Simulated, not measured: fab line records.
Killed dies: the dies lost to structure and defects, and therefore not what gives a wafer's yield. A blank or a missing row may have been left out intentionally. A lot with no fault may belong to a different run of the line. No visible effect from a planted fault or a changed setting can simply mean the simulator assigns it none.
fab line records	flow nand_harc
record: lots: 24	wafers: 72	last_day: 33
route steps=1302 shown A_STAIRCASE@796 A_SGD_CUT@902
lots that met no fault: from a run of the same line without faults
start_h: hours from the record's opening day to when the first of the lot's shown wafers began	wait_h: hours since the lot's step before	" identical to the entry in the row above	L1.1+2: a row that stands for several wafers	- no value present, or no start provided	* or withheld: withheld	< > ~ a bound
route shown NAME@n: NAME is a module with steps in the file, n the number in the route of the first one	usual: mean/standard deviation taken from wafers without a fault	same: alike in all rows	chamber/n: place in a boat	sites: the reading at each site	_std_site: the values' standard deviation	_edge_site: the outer-site mean with the inner-site mean subtracted	radius_mm: how far each site lies from the wafer's centre	mask NAME#n: copy n	behind: the most recent tool/chamber to have shaped the wafer	hold: reason for holding the lot/hours on hold/outcome of the hold	device: names the non-switching transistor (n, p or np)	end of line: tests run on the same wafers once the route is complete	a step without rows: its recipe alone	killed: count of dies lost to structure and defects at first sort (not the wafer's yield)	map: a wafer's dies, marking killed ones x, the rest . and places with no die _
set.NAME: setting as actually run; set.NAME@STEP: the setting as run at that earlier step	model.NAME: the simulator's own value behind a step, which no gauge read
one table for each step of the route and one row for each wafer, over a sample of lots
services: the hour from which a tool's chamber was out of use, counted from the record's first day as start_h (under 0 if before that day), plus the number of hours and why
== steps ==
step: NHARC_A_STAIRCASE_DEP_280
recipe: target_thk_a: 300	target_thk_nm: 30	temp_c: 400	pressure_torr: 3.5	flow_sccm: 200	rf_w: 350	material: SiON
usual: heater_power_w: 739/84
lot.wafer	tool	chamber	start_h	wait_h	heater_power_w
L074.5	pecvd-03	0	382.37	0.4	577
L074.4	"	1	"	"	767
L074.6	"	2	"	"	989
L075.3	pecvd-02	2	399.41	0.9	605
L075.6	"	2	"	"	630
L075.4	"	0	"	"	805
L076.2	pecvd-02	2	405.89	1.2	685
L076.1	"	0	"	"	808
L076.6	"	2	"	"	689
L077.3	pecvd-04	1	409.45	1.0	796
L077.5	"	0	"	"	710
L077.6	"	1	"	"	780
L079.2	pecvd-03	0	417.09	1.6	623
L079.4	"	1	"	"	652
L079.5	"	0	"	"	621
L078.3	pecvd-04	0	419.00	1.0	740
L078.5	"	2	"	"	690
L078.4	"	0	"	"	733
L080.1	pecvd-04	0	425.07	1.6	663
L080.3	"	1	"	"	717
L080.2	"	2	"	"	788
L082.3	pecvd-04	1	448.39	1.0	758
L082.5	"	0	"	"	626
L082.4	"	1	"	"	757
L081.1	pecvd-04	2	449.12	1.6	682
L081.3	"	0	"	"	726
L081.5	"	0	"	"	731
L084.2	pecvd-03	1	478.54	1.3	702
L084.6	"	1	"	"	692
L084.4	"	2	"	"	931
L085.2	pecvd-02	1	480.32	1.3	831
L085.5	"	1	"	"	835
L085.6	"	0	"	"	775
L083.3	pecvd-03	2	487.13	1.0	875
L083.4	"	1	"	"	687
L083.6	"	2	"	"	890
L086.1	pecvd-02	1	500.25	1.6	749
L086.2	"	2	"	"	590
L086.4	"	2	"	"	597
L087.3	pecvd-04	1	507.98	1.0	701
L087.5	"	2	"	"	767
L087.6	"	1	"	"	722
L088.3	pecvd-02	2	526.49	1.0	638
L088.5	"	1	"	"	796
L088.4	"	2	"	"	647
L089.3	pecvd-04	0	529.36	1.0	733
L089.1	"	1	"	"	736
L089.5	"	2	"	"	687
L091.1	pecvd-04	1	535.59	1.5	668
L091.2	"	0	"	"	711
L091.4	"	0	"	"	722
L090.3	pecvd-02	2	539.98	0.9	664
L090.6	"	2	"	"	659
L090.4	"	1	"	"	766
L092.1	pecvd-04	0	558.24	1.7	747
L092.3	"	2	"	"	750
L092.5	"	2	"	"	727
L094.2	pecvd-03	0	565.14	1.3	645
L094.3	"	1	"	"	796
L094.1	"	2	"	"	857
L093.6	pecvd-03	0	568.66	0.1	574
L093.5	"	1	"	"	764
L093.4	"	2	"	"	919
L095.1	pecvd-03	1	584.54	1.6	774
L095.6	"	0	"	"	571
L095.4	"	1	"	"	762
L096.2	pecvd-04	0	596.95	1.3	753
L096.6	"	0	"	"	747
L096.5	"	1	"	"	782
L097.2	pecvd-04	1	599.48	1.3	765
L097.3	"	0	"	"	739
L097.5	"	1	"	"	775
step: NHARC_A_STAIRCASE_DEP_151
recipe: target_thk_a: 72000	temp_c: 400	target_thk_nm: 7200	teos_flow_sccm: 200	rf_w: 500	material: SiO2
usual: heater_power_w: 640/100
lot.wafer	tool	chamber	start_h	wait_h	heater_power_w
L074.5	pecvd-03	0	413.04	0.7	492
L074.6	"	1	"	"	566
L074.4	"	2	"	"	746
L075.3	pecvd-03	0	423.04	0.4	639
L075.6	"	1	"	"	575
L075.4	"	2	"	"	736
L076.2	pecvd-04	2	427.44	0.4	734
L076.1	"	0	"	"	568
L076.6	"	2	"	"	599
L077.3	pecvd-03	1	427.44	0.4	706
L077.6	"	2	"	"	726
L077.5	"	0	"	"	494
L079.2	pecvd-02	2	440.32	0.4	577
L079.4	"	2	"	"	514
L079.5	"	0	"	"	586
L078.3	pecvd-04	0	440.51	0.6	561
L078.5	"	1	"	"	634
L078.4	"	2	"	"	594
L080.2	pecvd-03	1	446.17	0.4	652
L080.3	"	2	"	"	928
L080.1	"	0	"	"	519
L081.3	pecvd-04	0	473.97	0.4	554
L081.1	"	1	"	"	756
L081.5	"	1	"	"	650
L082.3	pecvd-03	1	474.16	0.6	688
L082.5	"	0	"	"	489
L082.4	"	1	"	"	578
L084.2	pecvd-03	0	502.85	0.6	604
L084.6	"	2	"	"	748
L084.4	"	0	"	"	496
L085.2	pecvd-03	1	506.94	0.6	686
L085.5	"	2	"	"	727
L085.6	"	1	"	"	586
L083.3	pecvd-03	1	512.63	0.6	660
L083.6	"	1	"	"	567
L083.4	"	2	"	"	746
L086.1	pecvd-03	0	521.51	0.5	570
L086.2	"	1	"	"	629
L086.4	"	0	"	"	483
L087.3	pecvd-04	1	531.84	0.5	654
L087.6	"	0	"	"	560
L087.5	"	2	"	"	570
L088.3	pecvd-04	0	549.89	0.6	727
L088.5	"	1	"	"	609
L088.4	"	0	"	"	584
L089.1	pecvd-02	0	553.07	0.4	647
L089.3	"	2	"	"	620
L089.5	"	2	"	"	526
L091.2	pecvd-02	2	558.03	0.4	647
L091.1	"	1	"	"	679
L091.4	"	1	"	"	631
L090.3	pecvd-03	1	561.44	0.5	694
L090.4	"	0	"	"	481
L090.6	"	1	"	"	581
L092.3	pecvd-04	2	583.33	0.4	677
L092.1	"	1	"	"	720
L092.5	"	2	"	"	577
L094.3	pecvd-04	0	591.77	0.5	645
L094.1	"	1	"	"	746
L094.2	"	2	"	"	574
L093.6	pecvd-03	0	592.02	0.8	505
L093.5	"	1	"	"	584
L093.4	"	2	"	"	730
L095.1	pecvd-03	2	607.58	0.6	768
L095.6	"	0	"	"	491
L095.4	"	1	"	"	598
L096.2	pecvd-03	0	621.09	0.4	589
L096.5	"	0	"	"	497
L096.6	"	2	"	"	742
L097.2	pecvd-04	2	626.80	0.5	648
L097.3	"	0	"	"	694
L097.5	"	1	"	"	600
step: NHARC_A_STAIRCASE_CMP_450
recipe: target_thk_nm: 200	material: SiO2
usual: motor_current_A: 12.6/1.3	slurry_filter_dp_kPa: 13.51/0.14
lot.wafer	tool	chamber	start_h	wait_h	motor_current_A	slurry_filter_dp_kPa
L074.4	cmp-04	3	442.09	-	11.5	13.58
L074.6	"	3	"	"	12.7	13.37
L074.5	"	0	"	"	12.9	13.48
L077.3	cmp-03	0	454.74	-	11.3	13.34
L077.6	"	2	"	"	14.0	13.70
L077.5	"	3	"	"	12.5	13.55
L075.4	cmp-04	0	454.92	-	13.0	13.55
L075.3	"	1	"	"	10.9	13.34
L075.6	"	0	"	"	14.0	13.39
L076.2	cmp-02	2	454.99	-	13.3	13.44
L076.1	"	3	"	"	10.4	13.29
L076.6	"	3	"	"	9.8	13.35
L078.4	cmp-03	3	471.37	-	12.8	13.39
L078.3	"	0	"	"	11.2	13.51
L078.5	"	2	"	"	14.9	13.34
L079.2	cmp-04	3	475.15	-	12.0	13.21
L079.4	"	1	"	"	10.7	13.30
L079.5	"	0	"	"	13.1	13.63
L080.1	cmp-03	2	477.38	-	14.8	13.50
L080.2	"	3	"	"	12.9	13.60
L080.3	"	1	"	"	11.0	13.47
L081.1	cmp-02	2	505.98	-	14.3	13.61
L081.3	"	0	"	"	12.0	13.39
L081.5	"	1	"	"	13.3	13.41
L082.3	cmp-02	1	506.82	-	13.2	13.60
L082.4	"	2	"	"	14.3	13.57
L082.5	"	1	"	"	12.7	13.52
L085.2	cmp-04	1	534.48	-	11.3	13.40
L085.5	"	1	"	"	11.6	13.33
L085.6	"	2	"	"	14.4	13.69
L084.2	cmp-02	0	534.70	-	11.5	13.69
L084.4	"	1	"	"	13.4	13.56
L084.6	"	3	"	"	10.6	13.69
L083.4	cmp-04	3	543.46	-	12.6	13.64
L083.3	"	1	"	"	10.8	13.30
L083.6	"	3	"	"	11.9	13.43
L086.1	cmp-03	1	553.39	-	11.0	13.41
L086.4	"	3	"	"	12.6	13.28
L086.2	"	0	"	"	11.1	13.74
L087.3	cmp-02	3	566.82	-	11.1	13.53
L087.5	"	1	"	"	13.2	13.56
L087.6	"	2	"	"	14.4	13.60
L088.3	cmp-03	2	586.81	-	14.4	13.45
L088.4	"	3	"	"	13.0	13.27
L088.5	"	1	"	"	11.4	13.79
L090.3	cmp-04	3	586.82	-	11.7	13.77
L090.4	"	0	"	"	13.5	13.53
L090.6	"	3	"	"	12.1	13.57
L089.1	cmp-03	3	589.61	-	12.3	13.67
L089.3	"	2	"	"	14.9	13.57
L089.5	"	3	"	"	11.9	13.48
L091.2	cmp-04	2	589.72	-	12.9	13.42
L091.1	"	0	"	"	14.2	13.56
L091.4	"	1	"	"	11.0	13.55
L092.3	cmp-03	0	617.57	-	11.3	13.45
L092.1	"	1	"	"	11.2	13.60
L092.5	"	1	"	"	11.7	13.66
L093.4	cmp-04	1	627.87	-	11.0	13.34
L093.5	"	3	"	"	12.2	13.50
L093.6	"	0	"	"	13.5	13.59
L094.2	cmp-04	3	628.62	-	11.7	13.41
L094.3	"	1	"	"	11.0	13.40
L094.1	"	2	"	"	13.3	13.39
L095.1	cmp-04	0	642.31	-	13.1	13.58
L095.4	"	2	"	"	13.9	13.67
L095.6	"	0	"	"	12.8	13.54
L097.2	cmp-04	3	652.25	-	11.9	13.52
L097.3	"	0	"	"	13.8	13.49
L097.5	"	3	"	"	12.4	13.18
L096.2	cmp-04	0	652.49	-	13.6	13.46
L096.6	"	1	"	"	11.5	13.37
L096.5	"	2	"	"	14.2	13.53
step: NHARC_A_STAIRCASE_INSPECT_155
usual: raw_defect_count: 433/150
lot.wafer	tool	chamber	start_h	wait_h	raw_defect_count
L074.4	defect_inspect-01	-	443.88	0.1	615
L074.5	"	-	"	"	348
L074.6	"	-	"	"	380
L077.3	defect_inspect-01	-	456.69	0.1	428
L077.5	"	-	"	"	325
L077.6	"	-	"	"	382
L075.3	defect_inspect-02	-	456.75	0.1	466
L075.4	"	-	"	"	488
L075.6	"	-	"	"	297
L076.1	defect_inspect-01	-	456.86	0.1	578
L076.2	"	-	"	"	319
L076.6	"	-	"	"	400
L078.3	defect_inspect-02	-	473.15	0.1	266
L078.4	"	-	"	"	268
L078.5	"	-	"	"	331
L079.2	defect_inspect-02	-	476.93	0.1	494
L079.4	"	-	"	"	470
L079.5	"	-	"	"	432
L080.1	defect_inspect-02	-	479.19	0.1	224
L080.2	"	-	"	"	250
L080.3	"	-	"	"	245
L081.1	defect_inspect-02	-	507.82	0.1	825
L081.3	"	-	"	"	773
L081.5	"	-	"	"	940
L082.3	defect_inspect-02	-	508.60	0.1	269
L082.4	"	-	"	"	327
L082.5	"	-	"	"	399
L085.2	defect_inspect-01	-	536.28	0.1	513
L085.5	"	-	"	"	402
L085.6	"	-	"	"	640
L084.2	defect_inspect-01	-	536.46	0.1	813
L084.4	"	-	"	"	351
L084.6	"	-	"	"	476
L083.3	defect_inspect-02	-	545.29	0.1	546
L083.4	"	-	"	"	524
L083.6	"	-	"	"	696
L086.1	defect_inspect-01	-	555.24	0.1	245
L086.2	"	-	"	"	289
L086.4	"	-	"	"	275
L087.3	defect_inspect-02	-	569.71	0.1	256
L087.5	"	-	"	"	352
L087.6	"	-	"	"	366
L088.3	defect_inspect-02	-	588.60	0.1	418
L088.4	"	-	"	"	418
L088.5	"	-	"	"	533
L090.3	defect_inspect-01	-	588.62	0.1	376
L090.4	"	-	"	"	360
L090.6	"	-	"	"	312
L089.1	defect_inspect-01	-	591.47	0.1	323
L089.3	"	-	"	"	345
L089.5	"	-	"	"	385
L091.1	defect_inspect-02	-	591.53	0.1	430
L091.2	"	-	"	"	421
L091.4	"	-	"	"	327
L092.1	defect_inspect-02	-	619.51	0.1	562
L092.3	"	-	"	"	575
L092.5	"	-	"	"	459
L093.4	defect_inspect-01	-	629.70	0.1	562
L093.5	"	-	"	"	460
L093.6	"	-	"	"	407
L094.1	defect_inspect-01	-	630.46	0.1	402
L094.2	"	-	"	"	696
L094.3	"	-	"	"	329
L095.1	defect_inspect-02	-	644.38	0.1	574
L095.4	"	-	"	"	475
L095.6	"	-	"	"	476
L097.2	defect_inspect-02	-	654.43	0.1	424
L097.3	"	-	"	"	422
L097.5	"	-	"	"	400
L096.2	defect_inspect-01	-	654.59	0.1	431
L096.5	"	-	"	"	625
L096.6	"	-	"	"	688
step: NHARC_A_SGD_CUT_OVL_MEAS_10
usual: overlay_x_nm: 0.1/0.68	overlay_y_nm: -0.3/0.74
lot.wafer	tool	chamber	start_h	wait_h	overlay_x_nm	overlay_y_nm
L074.4	overlay-02	-	444.63	-	-0.2	0.0
L074.5	"	-	"	"	0.0	-0.3
L074.6	"	-	"	"	-0.5	-0.3
L077.3	overlay-01	-	457.57	-	0.2	-0.6
L077.5	"	-	"	"	-0.3	-0.8
L077.6	"	-	"	"	-0.3	-0.9
L075.3	overlay-02	-	457.72	-	-1.4	0.7
L075.4	"	-	"	"	-1.4	0.3
L075.6	"	-	"	"	-0.8	0.7
L076.1	overlay-02	-	457.88	-	-1.8	0.1
L076.2	"	-	"	"	-1.5	-0.1
L076.6	"	-	"	"	-0.9	-0.3
L078.3	overlay-01	-	474.02	-	0.8	-1.9
L078.4	"	-	"	"	-0.3	-1.9
L078.5	"	-	"	"	0.4	-1.8
L079.2	overlay-01	-	477.69	-	1.4	1.3
L079.4	"	-	"	"	0.7	0.9
L079.5	"	-	"	"	0.4	0.6
L080.1	overlay-01	-	480.07	-	0.0	0.0
L080.2	"	-	"	"	-0.1	-0.7
L080.3	"	-	"	"	0.8	-0.8
L081.1	overlay-01	-	508.70	-	-0.5	0.4
L081.3	"	-	"	"	-1.5	0.6
L081.5	"	-	"	"	-0.8	0.3
L082.3	overlay-02	-	509.48	-	-0.6	-0.7
L082.4	"	-	"	"	-0.3	-0.2
L082.5	"	-	"	"	-0.9	-0.8
L085.2	overlay-02	-	537.16	-	0.9	-0.4
L085.5	"	-	"	"	0.4	-1.4
L085.6	"	-	"	"	0.7	-1.0
L084.2	overlay-01	-	537.42	-	0.8	0.0
L084.4	"	-	"	"	0.0	-0.5
L084.6	"	-	"	"	0.6	-0.2
L083.3	overlay-02	-	546.16	-	0.4	-0.8
L083.4	"	-	"	"	0.2	-1.1
L083.6	"	-	"	"	0.4	-1.3
L086.1	overlay-02	-	555.99	-	1.5	-0.2
L086.2	"	-	"	"	1.2	0.7
L086.4	"	-	"	"	0.8	0.8
L087.3	overlay-01	-	570.58	-	-0.2	-0.2
L087.5	"	-	"	"	-0.2	0.4
L087.6	"	-	"	"	-0.3	-0.4
L088.3	overlay-02	-	589.35	-	0.8	-0.9
L088.4	"	-	"	"	0.1	-1.6
L088.5	"	-	"	"	0.3	-1.3
L090.3	overlay-02	-	589.50	-	0.1	-0.4
L090.4	"	-	"	"	-0.2	-0.5
L090.6	"	-	"	"	0.2	0.3
L089.1	overlay-01	-	592.22	-	0.3	-0.9
L089.3	"	-	"	"	0.1	-1.1
L089.5	"	-	"	"	0.0	-1.1
L091.1	overlay-02	-	592.40	-	-0.1	-1.7
L091.2	"	-	"	"	-0.3	-1.3
L091.4	"	-	"	"	0.0	-0.9
L092.1	overlay-02	-	620.40	-	1.2	-0.1
L092.3	"	-	"	"	1.1	-0.3
L092.5	"	-	"	"	1.5	-0.2
L093.4	overlay-01	-	630.57	-	-0.1	0.6
L093.5	"	-	"	"	0.3	0.9
L093.6	"	-	"	"	0.2	0.1
L094.1	overlay-02	-	631.33	-	0.0	-0.8
L094.2	"	-	"	"	0.2	-0.5
L094.3	"	-	"	"	0.0	-0.5
L095.1	overlay-02	-	645.34	-	-0.3	0.3
L095.4	"	-	"	"	0.4	0.0
L095.6	"	-	"	"	0.2	-0.1
L097.2	overlay-02	-	655.31	-	-0.3	0.1
L097.3	"	-	"	"	0.0	0.5
L097.5	"	-	"	"	-0.1	0.3
L096.2	overlay-01	-	655.47	-	0.6	0.1
L096.5	"	-	"	"	0.3	-0.1
L096.6	"	-	"	"	-0.3	0.6
step: NHARC_A_SGD_CUT_STRIP_28
recipe: time_s: 20	o2_flow_sccm: 500	ar_flow_sccm: 0	bias_w: 0	chemistry: O2
usual: drypump_motor_current_A: 5.4/0.49	oes_product_au: 0.994/0.0094	rf_vpp_V: 57.7/0.9	showerhead_plenum_p_Torr: 3.46/0.13	throttle_valve_pct: 17.038/0.0091
same: time_s: 20
lot.wafer	tool	chamber	start_h	wait_h	drypump_motor_current_A	oes_product_au	rf_hours_counter_h	rf_vpp_V	showerhead_plenum_p_Torr	throttle_valve_pct
L074.4	rie_diel-08	2	-	-	4.8	0.970	4	57.8	3.59	17.031
L074.6	"	3	"	"	5.2	0.984	-	58.8	3.32	17.052
L074.5	"	0	"	"	5.0	0.992	-	58.5	3.37	17.029
L077.3	rie_diel-06	3	-	-	5.3	0.990	14	57.7	3.54	17.038
L077.5	"	1	"	"	6.0	1.004	-	59.2	3.28	17.049
L077.6	"	2	"	"	6.0	1.005	-	59.3	3.55	17.040
L075.3	rie_diel-13	0	-	-	5.8	1.005	7	57.8	3.38	17.039
L075.4	"	2	"	"	6.2	0.978	4	57.1	3.34	17.032
L075.6	"	0	"	"	5.7	1.001	-	57.6	3.38	17.047
L076.1	rie_diel-08	2	-	-	4.8	0.982	5	57.9	3.59	17.046
L076.2	"	0	"	"	5.0	0.998	5	57.5	3.37	17.041
L076.6	"	2	"	"	4.8	0.974	-	58.6	3.59	17.046
L078.3	rie_diel-13	0	-	-	5.7	0.992	8	57.4	3.38	17.045
L078.4	"	1	"	"	5.0	0.982	8	56.7	3.47	17.038
L078.5	"	3	"	"	5.1	0.994	-	56.0	3.49	17.046
L079.2	rie_diel-13	2	-	-	6.2	0.995	6	57.1	3.34	17.037
L079.4	"	3	"	"	5.1	0.997	9	58.2	3.49	17.030
L079.5	"	0	"	"	5.8	0.996	-	59.1	3.38	17.024
L080.3	rie_diel-08	0	484.32	-	5.0	0.995	6	57.2	3.37	17.033
L080.1	"	2	"	"	4.8	0.990	6	57.4	3.59	17.029
L080.2	"	3	"	"	5.2	0.991	6	56.1	3.32	17.033
L081.1	rie_diel-13	1	-	-	5.0	0.973	10	57.2	3.46	17.055
L081.3	"	0	"	"	5.8	0.994	10	56.9	3.38	17.044
L081.5	"	2	"	"	6.2	0.978	-	56.3	3.34	17.058
L082.4	rie_diel-08	3	-	-	5.2	0.990	8	58.2	3.32	17.040
L082.3	"	2	"	"	4.8	0.990	8	57.6	3.58	17.029
L082.5	"	3	"	"	5.2	0.981	-	56.8	3.32	17.032
L085.2	rie_diel-08	2	-	-	4.8	0.972	8	58.7	3.58	17.030
L085.6	"	2	"	"	4.8	0.973	-	58.1	3.58	17.028
L085.5	"	3	"	"	5.2	0.987	-	56.9	3.32	17.031
L084.4	rie_diel-13	1	-	-	5.0	0.980	1	58.7	3.46	17.042
L084.2	"	2	"	"	6.2	0.994	1	55.9	3.34	17.032
L084.6	"	3	"	"	5.1	0.996	-	57.1	3.49	17.040
L083.3	rie_diel-13	1	-	-	5.0	0.991	2	58.0	3.46	17.025
L083.4	"	3	"	"	5.1	1.006	1	58.5	3.49	17.046
L083.6	"	0	"	"	5.8	1.004	-	56.7	3.38	17.049
L086.1	rie_diel-13	3	-	-	5.1	0.995	2	57.7	3.48	17.040
L086.4	"	0	"	"	5.8	0.989	2	56.3	3.38	17.046
L086.2	"	2	"	"	6.1	0.994	2	55.1	3.34	17.041
L087.3	rie_diel-06	3	-	-	5.3	0.987	6	57.3	3.53	17.051
L087.5	"	3	"	"	5.3	0.984	-	58.9	3.53	17.035
L087.6	"	0	"	"	6.3	0.999	-	57.9	3.40	17.048
L090.3	rie_diel-06	1	-	-	6.0	0.991	10	56.2	3.27	17.032
L090.4	"	0	"	"	6.3	1.002	9	59.2	3.40	17.039
L090.6	"	2	"	"	6.0	1.005	-	58.5	3.54	17.039
L088.3	rie_diel-08	0	-	-	5.0	0.990	2	58.4	3.37	17.027
L088.4	"	1	"	"	5.1	0.999	3	57.6	3.78	17.040
L088.5	"	2	"	"	4.9	0.990	-	58.5	3.58	17.026
L089.3	rie_diel-13	1	-	-	5.0	0.991	5	57.8	3.46	17.047
L089.1	"	3	"	"	5.1	0.996	4	58.5	3.48	17.042
L089.5	"	1	"	"	5.0	0.982	-	57.9	3.46	17.026
L091.1	rie_diel-13	2	-	-	6.2	1.000	5	56.7	3.34	17.040
L091.2	"	0	"	"	5.8	1.000	4	57.0	3.38	17.062
L091.4	"	1	"	"	5.0	0.994	5	56.8	3.46	17.041
L092.3	rie_diel-06	0	-	-	6.3	1.013	12	56.6	3.40	17.045
L092.1	"	1	"	"	6.0	1.010	12	56.6	3.27	17.035
L092.5	"	2	"	"	6.0	0.997	-	56.8	3.54	17.041
L094.2	rie_diel-08	0	-	-	5.0	0.991	4	57.8	3.37	17.047
L094.3	"	1	"	"	5.1	1.002	5	58.7	3.78	17.022
L094.1	"	2	"	"	4.8	1.000	5	59.4	3.58	17.021
L093.6	rie_diel-13	2	638.40	0.1	6.2	0.994	-	57.5	3.34	17.029
L093.5	"	3	"	"	5.1	0.995	-	58.6	3.48	17.044
L093.4	"	1	"	"	5.0	0.991	-	56.4	3.46	17.029
L095.1	rie_diel-06	2	-	-	6.0	1.000	13	59.7	3.54	17.027
L095.4	"	1	"	"	6.0	1.013	15	58.7	3.27	17.036
L095.6	"	2	"	"	6.0	1.003	-	57.7	3.54	17.027
L097.3	rie_diel-08	0	-	-	5.0	0.997	5	56.9	3.37	17.044
L097.2	"	3	"	"	5.2	1.005	5	57.2	3.32	17.029
L097.5	"	1	"	"	5.1	0.996	-	57.7	3.78	17.027
L096.2	rie_diel-13	0	-	-	5.8	1.015	8	57.3	3.38	17.042
L096.6	"	1	"	"	5.0	0.976	-	57.7	3.46	17.045
L096.5	"	2	"	"	6.3	0.999	-	58.7	3.34	17.043
== services ==
tool	chamber	start_h	hours	kind
pecvd-03	-	366.00	13.0	pm
cmp-04	-	406.85	4.0	pm
pecvd-02	-	408.11	13.0	pm
rie_diel-13	2	416.51	25.1	repair
pecvd-04	-	430.49	0.8	repair
pecvd-02	-	436.18	0.5	repair
pecvd-04	-	444.55	1.4	repair
pecvd-03	2	453.49	7.7	repair
pecvd-02	1	461.19	2.4	repair
pecvd-04	-	483.09	13.0	pm
cmp-04	-	503.87	0.8	repair
cmp-04	-	504.85	4.0	pm
rie_diel-13	-	519.00	9.0	pm
cmp-04	-	535.15	5.6	repair
pecvd-03	-	547.00	13.0	pm
pecvd-02	-	551.95	0.9	repair
rie_diel-13	2	578.29	4.9	repair
cmp-04	-	602.85	4.0	pm
cmp-04	-	629.29	2.4	repair
rie_diel-13	0	629.70	9.9	repair
pecvd-04	0	631.17	13.1	repair
pecvd-03	0	639.66	12.8	repair
pecvd-03	1	655.42	14.6	repair
pecvd-04	-	664.09	13.0	pm
== key ==
fault none
